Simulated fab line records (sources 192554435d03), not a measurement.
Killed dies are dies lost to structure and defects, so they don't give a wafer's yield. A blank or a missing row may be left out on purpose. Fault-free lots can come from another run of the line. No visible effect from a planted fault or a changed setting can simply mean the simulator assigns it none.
A struck lot beside a sound one	flow n5-finfet	15 out of 1938 route steps
Sound: the wafers L650.1, L650.3, L650.4. Wafers struck: L642.1, L642.3, L642.5. The cause is named last.
Per side, at each step with rows, come the tool, then ch with its chambers, and then its first start. Under that, the readings that differ: sound wafers	struck wafers	difference of the means	sigmas: that difference in standard deviations of wafers without a fault.
alike: words and numbers the same on both sides, and readings whose means are apart by under 2 such deviations; not compared: readings that were withheld, readings missing a value for some wafer, numbers with overlapping values and no deviation given by the record, and bounds like >300 which may hide the same value.
A row with sigmas, a row that says differs or no value, or rows on one side alone: a step with any of these is where the two part. When numbers do not overlap yet have no deviation, they are printed without sigmas and do not part them. Lack of a reading on every wafer of one side parts them only where that side has two or more wafers.

N5_BEOL_M6_VIA_ETCH_34: etches SiCOH lowk in C4F6/O2, target depth 126.3 nm, time 50.9 s.
  sound on rie-diel-04 ch 0,1,3, day 13 23:29; struck on rie-diel-04 ch 2,3, day 12 04:28
  alike: drypump-motor-current-A, mfc-ar-sccm, oes_f_703_au, oes-product-au, rf-vpp-V, showerhead-plenum-p-Torr, throttle-valve-pct
  not compared: rf-hours-counter-h
then, 1 step without rows for these wafers: N5_BEOL_M6_STRIP_76 (strips in C4F6/O2).
N5_BEOL_M6_STRIP_36: strips in N2/H2.
  sound on rie-diel-04 ch 0,1,3, day 13 23:32; struck on rie-diel-04 ch 2,3, day 12 04:31
  alike: drypump-motor-current-A, h2-flow-sccm, oes-product-au, rf-vpp-V, showerhead-plenum-p-Torr, throttle-valve-pct
  not compared: rf-hours-counter-h
then, 1 step without rows for these wafers: N5_BEOL_M6_TRENCH_ETCH_37 (etches SiCOH lowk in C4F6/O2, target depth 94.435 nm, time 31.5 s).
N5_BEOL_M6_ETCH_41: etches SiCN in CH3F/O2, target depth 29.7 nm, time 52 s.
  sound on rie-diel-04 ch 0,1,3; struck on rie-diel-04 ch 2,3
  alike: drypump-motor-current-A, mfc-ar-sccm, oes-product-au, rf-vpp-V, showerhead-plenum-p-Torr, throttle-valve-pct
  not compared: rf-hours-counter-h
N5_BEOL_M6_STRIP_80: strips in N2/H2, time 10 s.
  sound on rie-diel-04 ch 0,1,3; struck on rie-diel-04 ch 2,3
  alike: drypump-motor-current-A, h2-flow-sccm, oes-product-au, rf-vpp-V, showerhead-plenum-p-Torr, throttle-valve-pct
  not compared: rf-hours-counter-h
N5_BEOL_M6_OCD_MEAS_38:
  sound: ocd-01 at day 13 23:44; struck: ocd-01 at day 12 04:43
  alike: trench-depth-nm
then, 4 steps without rows for these wafers: N5_BEOL_M6_HM_STRIP_39 (strips TiN in peroxide tin strip, target depth 25 nm, time 158 s); N5_BEOL_M6_SRD_40 (time 30 s); N5_BEOL_M6_PRECLEAN_42 (cleans in residue remover, time 60 s); N5_BEOL_M6_SRD_43 (time 30 s).
N5_BEOL_M6_CD_MEAS_35: target cd 40 nm, target cd y 28 nm.
  sound: cd-sem-03 at day 13 23:53; struck: cd-sem-03 at day 12 04:53
  alike: cd-nm
N5_BEOL_M6_CURE_75: cures SiCOH lowk, time 120 s.
  sound on uv-cure-02 ch 2, day 13 23:55; struck on uv-cure-02 ch 1, day 12 04:56
  no value came back on the struck wafers for lamp-power-pct (%), run-length-s (s), wafer_temp_C_max; on the sound wafers lamp-power-pct (%) reads 52.22 52.32 52.33
N5_BEOL_M6_DEGAS_44: time 60 s.
  sound: pvd-sputter-01 at day 14 00:20; struck: pvd-sputter-02 at day 12 05:37
  alike: heater-power-w
N5_PASSIVATION_PROBE_49:
  rows exist in the record for the sound wafers here (prober-01, day 17 14:47), none for the struck ones

== WHERE THEY PART ==
Earliest at N5_BEOL_M6_CURE_75; latest, in this record, at N5_PASSIVATION_PROBE_49.

WHY: what had been put in by the simulator
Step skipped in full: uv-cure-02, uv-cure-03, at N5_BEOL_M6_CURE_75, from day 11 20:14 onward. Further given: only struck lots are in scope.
